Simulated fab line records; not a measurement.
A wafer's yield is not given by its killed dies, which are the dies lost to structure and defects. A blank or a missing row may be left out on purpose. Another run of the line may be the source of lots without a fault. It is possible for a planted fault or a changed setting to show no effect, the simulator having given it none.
fab line records	flow n5Finfet	part 1 of 2: steps 1 to 23 of 35
record lots=5	wafers=15	lastDay=17
route steps=1938 shown BEOL_M7@1314 BEOL_M8@1332
lots untouched by any fault: they come from a run of this same line in which no faults occurred
startH: hours from the record's first day to the start of the lot's first wafer shown	waitH: time in hours since the lot's previous step	" the same as in the row above	L1.1+2: a row that stands for several wafers	- either no value or no given start	* or withheld: withheld	< > ~ a bound
route shown NAME@n: names a module that has steps shown in the file, with the first one's number in the route	usual: the fault-free wafers' mean and standard deviation	same: alike in all rows	chamber/n: place in a boat	sites: per-site readings	_std_site: how widely they spread, as a standard deviation	_edge_site: outer sites' mean less inner sites'	radiusMm: for every site, how far away it sits from the centre of the wafer	mask NAME#n: copy n	behind: tool/chamber where the wafer was last shaped	hold: cause of the lot's hold/its duration in hours/its outcome	device: the n, p or np transistor that did not switch	end of line: the route-end tests of the same wafers	a step given without rows: its recipe and nothing more	killed: dies that structure and defects cost at the first sort, which is not the same as the wafer's yield	map: a wafer's dies, marking killed ones x, the rest . and places with no die _
set.NAME: setting as actually run; set.NAME@STEP: the setting as run at that earlier step	model.NAME: the simulator's own value behind a step, which no gauge read
lots seen at some steps along the route; tables by step, rows by wafer
services: when a tool's chamber went out of use (startH, in hours from the record's first day, below 0 if earlier), for how many hours, and the reason
## steps
# step N5_BEOL_M7_PRECLEAN_42
# recipe chemistry=residueRemover	timeS=60	tempC=40
# usual bathHeatDutyPct=4.6/0.62
lot.wafer	tool	chamber	startH	waitH	bathHeatDutyPct
L081.2	wetBench-06	7	249.36	0.0	4.4
L081.3	"	2	"	"	5.3
L081.6	"	3	"	"	4.6
L085.1	wetBench-03	3	263.38	0.0	4.8
L085.2	"	0	"	"	4.5
L085.4	"	2	"	"	4.6
L091.1	wetBench-06	6	302.30	0.0	5.2
L091.2	"	5	"	"	4.6
L091.5	"	1	"	"	3.9
L093.1	wetBench-03	6	313.96	0.0	4.9
L093.2	"	0	"	"	4.3
L093.5	"	7	"	"	4.3
L092.1	wetBench-03	7	318.99	0.0	4.1
L092.2	"	3	"	"	3.9
L092.5	"	2	"	"	3.9
# step N5_BEOL_M7_SRD_43
# recipe timeS=30	tempC=23	rinseLiquid=diw	dry=ipaMarangoni
# usual bathHeatDutyPct=3.6/0.53
lot.wafer	tool	chamber	startH	waitH	bathHeatDutyPct
L081.2	wetBench-06	7	249.38	0.0	3.5
L081.3	"	2	"	"	3.6
L081.6	"	3	"	"	3.5
L085.1	wetBench-03	3	263.39	0.0	3.0
L085.2	"	0	"	"	4.2
L085.4	"	2	"	"	3.5
L091.1	wetBench-06	6	302.32	0.0	4.6
L091.2	"	5	"	"	4.0
L091.5	"	1	"	"	3.5
L093.1	wetBench-03	6	313.97	0.0	3.4
L093.2	"	0	"	"	3.8
L093.5	"	7	"	"	4.1
L092.1	wetBench-03	7	319.01	0.0	3.6
L092.2	"	3	"	"	3.0
L092.5	"	2	"	"	3.1
# step N5_BEOL_M7_CD_MEAS_35
# recipe targetCdNm=40	polarity=opening
# usual cdNm=39.9/0.52
lot.wafer	tool	chamber	startH	waitH	cdNm
L081.2	cdSem-03	-	249.42	0.0	40.6
L081.3	"	-	"	"	40.2
L081.6	"	-	"	"	40.4
L085.1	cdSem-02	-	263.43	0.0	40.1
L085.2	"	-	"	"	39.6
L085.4	"	-	"	"	39.7
L091.1	cdSem-02	-	302.36	0.0	40.7
L091.2	"	-	"	"	39.7
L091.5	"	-	"	"	40.5
L093.1	cdSem-01	-	314.01	0.0	39.9
L093.2	"	-	"	"	40.2
L093.5	"	-	"	"	40.7
L092.1	cdSem-03	-	319.05	0.0	40.0
L092.2	"	-	"	"	40.1
L092.5	"	-	"	"	40.0
# step N5_BEOL_M7_CURE_75
# recipe tempC=370	timeS=120	ambient=DMADMS/He	material=SiCOH_lowk
# usual lampPowerPct=52.32/0.053	wafer_temp_C_max=371.9/0.53
lot.wafer	tool	chamber	startH	waitH	lampPowerPct	wafer_temp_C_max
L081.2	uvCure-03	1	249.51	0.1	52.34	371.1
L081.3	"	1	"	"	52.28	371.4
L081.6	"	1	"	"	52.24	371.4
L085.1	uvCure-01	0	263.48	0.0	52.34	371.4
L085.2	"	0	"	"	52.28	371.2
L085.4	"	0	"	"	52.33	372.0
L091.1	uvCure-02	0	302.40	0.0	52.39	372.4
L091.2	"	0	"	"	52.44	372.3
L091.5	"	0	"	"	52.29	371.7
L093.1	uvCure-03	1	314.06	0.0	52.36	371.9
L093.2	"	1	"	"	52.27	371.6
L093.5	"	1	"	"	52.40	371.3
L092.1	uvCure-02	0	319.09	0.0	52.36	371.9
L092.2	"	0	"	"	52.31	371.8
L092.5	"	0	"	"	52.32	371.9
# step N5_BEOL_M7_DEGAS_44
# recipe ambient=vacuum	tempC=250	timeS=60
# usual heaterPowerW=332/44
lot.wafer	tool	chamber	startH	waitH	heaterPowerW
L081.2	pvdSputter-01	-	249.84	0.3	374
L081.3	"	-	"	"	321
L081.6	"	-	"	"	318
L085.1	pvdSputter-01	-	263.81	0.3	370
L085.2	"	-	"	"	314
L085.4	"	-	"	"	319
L091.1	pvdSputter-02	-	302.78	0.3	305
L091.2	"	-	"	"	435
L091.5	"	-	"	"	435
L093.1	pvdSputter-02	-	314.82	0.7	287
L093.2	"	-	"	"	304
L093.5	"	-	"	"	421
L092.1	pvdSputter-01	-	323.51	4.3	368
L092.2	"	-	"	"	320
L092.5	"	-	"	"	302
# step N5_BEOL_M7_PRE_CLEAN_45
# recipe gas=H2/He	timeS=30	tempC=250
# usual heaterPowerW=331/43
lot.wafer	tool	chamber	startH	waitH	heaterPowerW
L081.2	pvdSputter-01	-	249.88	0.0	366
L081.3	"	-	"	"	321
L081.6	"	-	"	"	323
L085.1	pvdSputter-01	-	263.85	0.0	371
L085.2	"	-	"	"	325
L085.4	"	-	"	"	321
L091.1	pvdSputter-02	-	302.82	0.0	302
L091.2	"	-	"	"	433
L091.5	"	-	"	"	438
L093.1	pvdSputter-02	-	314.86	0.0	286
L093.2	"	-	"	"	310
L093.5	"	-	"	"	427
L092.1	pvdSputter-01	-	323.55	0.0	365
L092.2	"	-	"	"	320
L092.5	"	-	"	"	303
# step N5_BEOL_M7_ALD_77
# recipe material=TaN	targetThkA=20	tempC=275	aldPrecursorFamily=PDMAT	aldCoReactant=NH3	pressureTorr=3	carrierFlowSccm=1500	pulseTimeS=2	purgeTimeS=3	coReactantPurgeTimeS=2	coReactantPulseTimeS=3	aldCycles=40	precursorVesselTempC=75	precursorVesselPressureTorr=26.25	precursorVesselCarrierSccm=1000
# usual heaterPowerOuterW=234/20	heaterPowerW=420/33	mfcCarrierSccm=1500/4.6
# same coReactantPulseTimeS=3
lot.wafer	tool	chamber	startH	waitH	heaterPowerOuterW	heaterPowerW	mfcCarrierSccm
L081.2	aldMetal-04	0	249.94	0.0	233	393	1497
L081.3	"	1	"	"	219	451	1497
L081.6	"	2	"	"	246	426	1505
L085.1	aldMetal-04	0	263.91	0.0	240	396	1499
L085.2	"	2	"	"	246	417	1499
L085.4	"	1	"	"	218	448	1496
L091.1	aldMetal-03	2	302.91	0.1	233	410	1505
L091.2	"	3	"	"	232	411	1504
L091.5	"	2	"	"	230	405	1501
L093.1	aldMetal-02	1	314.92	0.0	212	376	1509
L093.2	"	3	"	"	282	499	1503
L093.5	"	2	"	"	245	427	1499
L092.1	aldMetal-03	3	323.62	0.0	231	403	1506
L092.2	"	1	"	"	220	410	1506
L092.5	"	0	"	"	198	376	1492
# step N5_BEOL_M7_SURFACE_TREAT_79
# recipe gas=Ar	timeS=*	ionEnergyEv=*	ionCurrentMaCm2=0.5	pressureMtorr=*	arFlowSccm=30
# usual throttleValvePct=*
lot.wafer	tool	chamber	startH	waitH	throttleValvePct
L081.2	pvdSputter-03	-	250.25	0.2	*
L081.3	"	-	"	"	*
L081.6	"	-	"	"	*
L085.1	pvdSputter-01	-	264.21	0.2	*
L085.2	"	-	"	"	*
L085.4	"	-	"	"	*
L091.1	pvdSputter-03	-	303.23	0.2	*
L091.2	"	-	"	"	*
L091.5	"	-	"	"	*
L093.1	pvdSputter-02	-	315.26	0.2	*
L093.2	"	-	"	"	*
L093.5	"	-	"	"	*
L092.1	pvdSputter-03	-	323.95	0.2	*
L092.2	"	-	"	"	*
L092.5	"	-	"	"	*
# step N5_BEOL_M7_CVD_78
# recipe material=Co	targetThkA=20	tempC=withheld	precursor=CCTBA/H2	pressureTorr=30	timeS=142.3
lot.wafer	tool	chamber	startH	waitH
L081.2+3+6	cvdCo-01	1,2,1	250.31	0.0
L085.1+2+4	cvdCo-01	2,1,0	264.35	0.1
L091.1+2+5	cvdCo-02	2,1,1	303.39	0.1
L093.1+2+5	cvdCo-02	2,1,1	315.55	0.3
L092.1+2+5	cvdCo-01	2,0,2	324.09	0.1
# step N5_BEOL_M7_SPUTTER_48
# recipe material=Cu	targetThkA=100	tempC=-20	biasV=60	powerW=26000	chamberPressurePa=0.13	timeS=1.667
# usual throttleValvePct=30.3/1.3
lot.wafer	tool	chamber	startH	waitH	throttleValvePct
L081.2	pvdSputter-03	-	250.45	0.1	32.1
L081.3	"	-	"	"	31.3
L081.6	"	-	"	"	32.3
L085.1	pvdSputter-01	-	264.53	0.1	30.1
L085.2	"	-	"	"	28.7
L085.4	"	-	"	"	31.3
L091.1	pvdSputter-03	-	303.61	0.2	31.5
L091.2	"	-	"	"	31.9
L091.5	"	-	"	"	28.7
L093.1	pvdSputter-01	-	315.93	0.3	28.4
L093.2	"	-	"	"	30.1
L093.5	"	-	"	"	30.5
L092.1	pvdSputter-03	-	324.25	0.1	28.8
L092.2	"	-	"	"	32.3
L092.5	"	-	"	"	32.1
# step N5_BEOL_M7_ECD_50
# recipe material=Cu	targetThkA=3000
lot.wafer	tool	chamber	startH	waitH
L081.2+3+6	ecdCu-02	0	250.56	0.1
L085.1+2+4	ecdCu-02	1,0,0	264.65	0.1
L091.1+2+5	ecdCu-02	0,1,1	303.72	0.1
L093.1+2+5	ecdCu-01	0,1,0	316.05	0.1
L092.1+2+5	ecdCu-01	1,0,1	324.36	0.1
# step N5_BEOL_M7_ANNEAL_51
# recipe tempC=225	timeS=90	ambient=N2
# usual wafer_temp_C_max=225.66/0.2
lot.wafer	tool	chamber	startH	waitH	wafer_temp_C_max
L081.2	rtpAnneal-01	0	250.82	0.2	225.81
L081.3	"	0	"	"	225.72
L081.6	"	0	"	"	225.87
L085.1	rtpAnneal-02	0	264.95	0.3	225.70
L085.2	"	0	"	"	225.58
L085.4	"	0	"	"	225.80
L091.1	rtpAnneal-01	0	303.86	0.1	225.34
L091.2	"	0	"	"	225.58
L091.5	"	0	"	"	225.75
L093.1	rtpAnneal-01	0	316.89	0.8	225.35
L093.2	"	0	"	"	225.75
L093.5	"	0	"	"	225.78
L092.1	rtpAnneal-02	0	324.46	0.1	225.92
L092.2	"	0	"	"	225.79
L092.5	"	0	"	"	225.78
# step N5_BEOL_M7_CMP_52
# recipe stopOn=SiCOH_lowk	tOverpolishS=6.9	downForcePsi=1	platenRpm=50	clearingPlatenDownForcePsi=1.5	clearingPlatenRpm=50	postCmpClean=cuAlkaline	targetThkNm=80	clearingPlatenPadVelocityMS=0.99484	padVelocityMS=0.99484
# usual barrierFieldEndpointS=29.1/0.78	edgeZonePressureFrac=0.999/0.0047	motorCurrentA=6.0/0.65	overpolishRunS=6.900/0.0097	timeToEndpointS=62/3.2
lot.wafer	tool	chamber	startH	waitH	barrierFieldEndpointS	edgeZonePressureFrac	motorCurrentA	overpolishRunS	timeToEndpointS
L081.2	cmp-02	3	251.09	0.2	28.9	0.996	6.1	6.915	68
L081.3	"	1	"	"	28.1	1.000	5.8	6.890	63
L081.6	"	3	"	"	28.4	0.997	5.8	6.916	64
L085.1	cmp-01	1	265.28	0.3	29.7	1.003	6.7	6.885	64
L085.2	"	2	"	"	28.5	0.991	5.5	6.903	57
L085.4	"	3	"	"	29.2	1.000	5.6	6.917	62
L091.1	cmp-01	0	304.20	0.3	28.3	1.000	5.9	6.889	61
L091.2	"	1	"	"	28.8	0.987	6.7	6.894	61
L091.5	"	3	"	"	28.8	1.007	5.9	6.895	59
L093.1	cmp-04	3	317.19	0.3	29.6	0.994	5.8	6.893	62
L093.2	"	1	"	"	29.3	0.991	5.5	6.891	65
L093.5	"	0	"	"	30.0	1.003	6.9	6.888	64
L092.2	cmp-01	0	324.79	0.2	28.4	0.992	5.8	6.902	63
L092.1	"	1	"	"	28.5	0.996	7.0	6.892	61
L092.5	"	0	"	"	29.1	0.999	6.0	6.915	61
# step N5_BEOL_M7_THK_MEAS_53
# recipe thkMeasGauge=xrf	reads=Cu_of_BEOL_M7_ECD_50
# usual M7_THK=77.7/1.9
lot.wafer	tool	chamber	startH	waitH	M7_THK[nm]
L081.2	filmMetro-02	-	251.38	-	78.5
L081.3	"	-	"	"	77.4
L081.6	"	-	"	"	78.6
L085.1	filmMetro-01	-	265.54	-	74.1
L085.2	"	-	"	"	75.8
L085.4	"	-	"	"	75.0
L091.1	filmMetro-02	-	304.45	-	82.3
L091.2	"	-	"	"	79.4
L091.5	"	-	"	"	79.7
L093.1	filmMetro-02	-	317.48	-	77.8
L093.2	"	-	"	"	79.7
L093.5	"	-	"	"	78.6
L092.1	filmMetro-01	-	325.05	-	76.3
L092.2	"	-	"	"	76.6
L092.5	"	-	"	"	75.0
# step N5_BEOL_M7_PRE_CLEAN_55
# recipe gas=NH3	timeS=15	tempC=withheld	rfPowerW=300
# usual rfFwdPowerW=294.4/1.6
lot.wafer	tool	chamber	startH	waitH	rfFwdPowerW
L081.2	pecvd-02	1	251.42	0.0	291.6
L081.3	"	0	"	"	296.2
L081.6	"	0	"	"	295.4
L085.1	pecvd-02	0	265.58	0.0	295.2
L085.2	"	2	"	"	297.4
L085.4	"	2	"	"	295.3
L091.1	pecvd-02	2	304.49	0.0	295.8
L091.2	"	1	"	"	291.8
L091.5	"	0	"	"	296.9
L093.1	pecvd-02	1	317.52	0.0	291.6
L093.2	"	2	"	"	296.7
L093.5	"	2	"	"	295.5
L092.1	pecvd-03	1	325.09	0.0	297.1
L092.2	"	2	"	"	294.1
L092.5	"	1	"	"	294.8
# step N5_BEOL_M7_DEP_56
# recipe material=SiCN	targetThkA=100	tempC=withheld	precursor=3MS/NH3	pressureTorr=3	rfW=202	timeS=17.5
# usual rfFwdPowerW=199.3/0.89	showerheadPlenumPTorr=3.663/0.0078	throttleValvePct=8.9/0.47
lot.wafer	tool	chamber	startH	waitH	rfFwdPowerW	showerheadPlenumPTorr	throttleValvePct
L081.2	pecvd-02	1	251.44	0.0	197.6	3.666	8.7
L081.3	"	0	"	"	198.8	3.659	9.6
L081.6	"	0	"	"	198.7	3.660	9.2
L085.1	pecvd-02	0	265.60	0.0	200.3	3.662	9.4
L085.2	"	2	"	"	199.5	3.654	8.4
L085.4	"	2	"	"	200.2	3.668	8.7
L091.1	pecvd-02	2	304.52	0.0	200.4	3.661	9.1
L091.2	"	1	"	"	197.7	3.664	8.6
L091.5	"	0	"	"	201.5	3.670	9.3
L093.1	pecvd-02	1	317.54	0.0	198.1	3.665	8.4
L093.2	"	2	"	"	200.6	3.662	9.0
L093.5	"	2	"	"	201.2	3.669	9.1
L092.1	pecvd-03	1	325.11	0.0	199.6	3.650	8.7
L092.2	"	2	"	"	199.1	3.669	8.7
L092.5	"	1	"	"	200.4	3.658	9.1
# step N5_BEOL_M7_RS_MEAS_57
# recipe thkMeasGauge=four-point-probe	reads=Cu_of_BEOL_M7_ECD_50+Co_of_BEOL_M7_CVD_78+TaN_of_BEOL_M7_ALD_77
# usual M7_RS=0.288/0.0077
lot.wafer	tool	chamber	startH	waitH	M7_RS[ohm/sq]
L081.2	filmMetro-02	-	251.51	0.1	0.289
L081.3	"	-	"	"	0.293
L081.6	"	-	"	"	0.288
L085.1	filmMetro-01	-	265.67	0.1	0.303
L085.2	"	-	"	"	0.294
L085.4	"	-	"	"	0.297
L091.1	filmMetro-01	-	304.59	0.1	0.270
L091.2	"	-	"	"	0.279
L091.5	"	-	"	"	0.278
L093.1	filmMetro-02	-	317.61	0.1	0.287
L093.2	"	-	"	"	0.281
L093.5	"	-	"	"	0.287
L092.1	filmMetro-01	-	325.18	0.1	0.296
L092.2	"	-	"	"	0.293
L092.5	"	-	"	"	0.300
# step N5_BEOL_M7_INSPECT_58
# recipe inspectInstrument=darkfield	mode=postDep
# usual rawDefectCount=72/26
lot.wafer	tool	chamber	startH	waitH	rawDefectCount
L081.2	defectInspect-02	-	251.54	0.0	44
L081.3	"	-	"	"	50
L081.6	"	-	"	"	51
L085.1	defectInspect-02	-	265.69	0.0	109
L085.2	"	-	"	"	53
L085.4	"	-	"	"	69
L091.1	defectInspect-01	-	304.61	0.0	54
L091.2	"	-	"	"	58
L091.5	"	-	"	"	53
L093.1	defectInspect-02	-	317.64	0.0	64
L093.2	"	-	"	"	47
L093.5	"	-	"	"	51
L092.1	defectInspect-02	-	325.21	0.0	113
L092.2	"	-	"	"	99
L092.5	"	-	"	"	36
# step N5_BEOL_M8_ILD_DEP_00
# recipe material=SiCOH_lowk	targetThkA=1797.5	tempC=300	precursor=DEMS/porogen	pressureTorr=5	rfW=500	timeS=33.4
# usual heaterPowerOuterW=140/32	heaterPowerW=299/52	rfFwdPowerW=493.6/2.3	showerheadPlenumPTorr=5.738/0.016	throttleValvePct=14.1/1
lot.wafer	tool	chamber	startH	waitH	heaterPowerOuterW	heaterPowerW	rfFwdPowerW	showerheadPlenumPTorr	throttleValvePct
L081.2	pecvd-01	1	251.57	0.0	179	349	493.6	5.733	15.9
L081.3	"	2	"	"	122	261	490.9	5.759	14.0
L081.6	"	1	"	"	181	351	495.7	5.727	16.1
L085.1	pecvd-01	2	265.73	0.0	155	314	489.3	5.767	13.8
L085.2	"	1	"	"	167	327	494.3	5.729	15.9
L085.4	"	1	"	"	168	328	493.4	5.728	16.0
L091.1	pecvd-03	1	304.65	0.0	88	192	493.8	5.741	13.8
L091.2	"	0	"	"	227	452	491.5	5.728	14.8
L091.5	"	1	"	"	92	201	496.8	5.731	13.5
L093.1	pecvd-01	1	317.67	0.0	127	285	494.7	5.728	16.2
L093.2	"	2	"	"	150	308	491.9	5.756	14.1
L093.5	"	2	"	"	159	301	489.9	5.764	14.2
L092.1	pecvd-02	2	325.24	0.0	138	301	496.5	5.743	13.6
L092.2	"	0	"	"	155	322	496.9	5.748	14.4
L092.5	"	1	"	"	148	319	489.8	5.736	13.0
# step N5_BEOL_M8_CURE_74
# recipe tempC=385	timeS=240	ambient=He/Ar	material=SiCOH_lowk
# usual lampPowerPct=52.30/0.053	wafer_temp_C_max=387.1/0.65
lot.wafer	tool	chamber	startH	waitH	lampPowerPct	wafer_temp_C_max
L081.2	uvCure-02	0	252.00	0.4	52.22	386.9
L081.3	"	0	"	"	52.35	387.4
L081.6	"	0	"	"	52.27	387.3
L085.1	uvCure-02	2	265.80	0.0	52.24	387.4
L085.2	"	2	"	"	52.38	387.7
L085.4	"	2	"	"	52.24	388.2
L091.1	uvCure-02	0	304.71	0.0	52.26	387.2
L091.2	"	0	"	"	52.19	386.5
L091.5	"	0	"	"	52.36	387.1
L093.1	uvCure-03	0	317.81	0.1	52.35	386.1
L093.2	"	0	"	"	52.32	386.2
L093.5	"	0	"	"	52.37	386.0
L092.1	uvCure-03	2	325.31	0.0	52.33	387.5
L092.2	"	2	"	"	52.30	388.4
L092.5	"	2	"	"	52.37	386.8
# step N5_BEOL_M8_THK_MEAS_01
# recipe reads=SiCOH_lowk_of_BEOL_M8_ILD_DEP_00
# usual M8_ILD_THK=154.6/1.8
lot.wafer	tool	chamber	startH	waitH	M8_ILD_THK[nm]
L081.2	filmMetro-01	-	252.44	0.4	153.9
L081.3	"	-	"	"	153.4
L081.6	"	-	"	"	156.5
L085.1	filmMetro-01	-	266.79	0.8	150.8
L085.2	"	-	"	"	152.1
L085.4	"	-	"	"	154.3
L091.1	filmMetro-01	-	305.22	0.4	153.9
L091.2	"	-	"	"	153.0
L091.5	"	-	"	"	156.7
L093.1	filmMetro-01	-	318.32	0.4	154.3
L093.2	"	-	"	"	154.0
L093.5	"	-	"	"	157.8
L092.1	filmMetro-02	-	325.82	0.4	154.7
L092.2	"	-	"	"	153.1
L092.5	"	-	"	"	153.8
# step N5_BEOL_M8_PECVD_70
# recipe material=SiO2	targetThkA=200	tempC=400	precursor=TEOS/O2	pressureTorr=5.5	rfW=450	teosFlowSccm=53.8	gas=O2	flowSccm=3000	timeS=22.7
# usual heaterPowerOuterW=401/63	heaterPowerW=670/100	rfFwdPowerW=443.6/2.1	showerheadPlenumPTorr=8.78/0.062	throttleValvePct=22.6/1.6
lot.wafer	tool	chamber	startH	waitH	heaterPowerOuterW	heaterPowerW	rfFwdPowerW	showerheadPlenumPTorr	throttleValvePct
L081.2	pecvd-03	1	252.47	0.0	304	497	444.7	8.77	22.0
L081.3	"	0	"	"	486	820	442.7	8.76	23.7
L081.6	"	0	"	"	494	829	442.9	8.74	23.6
L085.1	pecvd-02	0	266.83	0.0	440	735	446.3	8.78	22.9
L085.2	"	2	"	"	415	712	442.9	8.81	21.7
L085.4	"	2	"	"	419	721	443.3	8.78	21.4
L091.1	pecvd-01	1	305.26	0.0	492	773	444.3	8.72	26.4
L091.2	"	2	"	"	396	645	440.3	8.88	22.6
L091.5	"	0	"	"	387	681	443.4	8.68	21.6
L093.1	pecvd-03	1	318.36	0.0	350	549	445.9	8.76	22.2
L093.2	"	2	"	"	299	510	445.8	8.83	20.9
L093.5	"	0	"	"	442	779	440.9	8.74	24.0
L092.1	pecvd-03	0	325.86	0.0	546	920	442.6	8.73	23.9
L092.2	"	1	"	"	289	473	444.4	8.74	21.8
L092.5	"	1	"	"	293	485	444.3	8.75	22.4
# step N5_BEOL_M8_HM_DEP_02
# recipe material=TiN	targetThkA=200	tempC=25	chamberPressurePa=0.49996
# usual throttleValvePct=30.4/1.2
lot.wafer	tool	chamber	startH	waitH	throttleValvePct
L081.2	pvdSputter-02	-	252.60	0.1	28.8
L081.3	"	-	"	"	30.0
L081.6	"	-	"	"	29.3
L085.1	pvdSputter-03	-	267.36	0.5	28.7
L085.2	"	-	"	"	31.4
L085.4	"	-	"	"	32.1
L091.1	pvdSputter-01	-	307.65	2.4	31.8
L091.2	"	-	"	"	30.1
L091.5	"	-	"	"	32.1
L093.1	pvdSputter-01	-	318.79	0.4	28.7
L093.2	"	-	"	"	30.6
L093.5	"	-	"	"	32.2
L092.1	pvdSputter-02	-	327.35	1.5	30.4
L092.2	"	-	"	"	30.6
L092.5	"	-	"	"	29.2
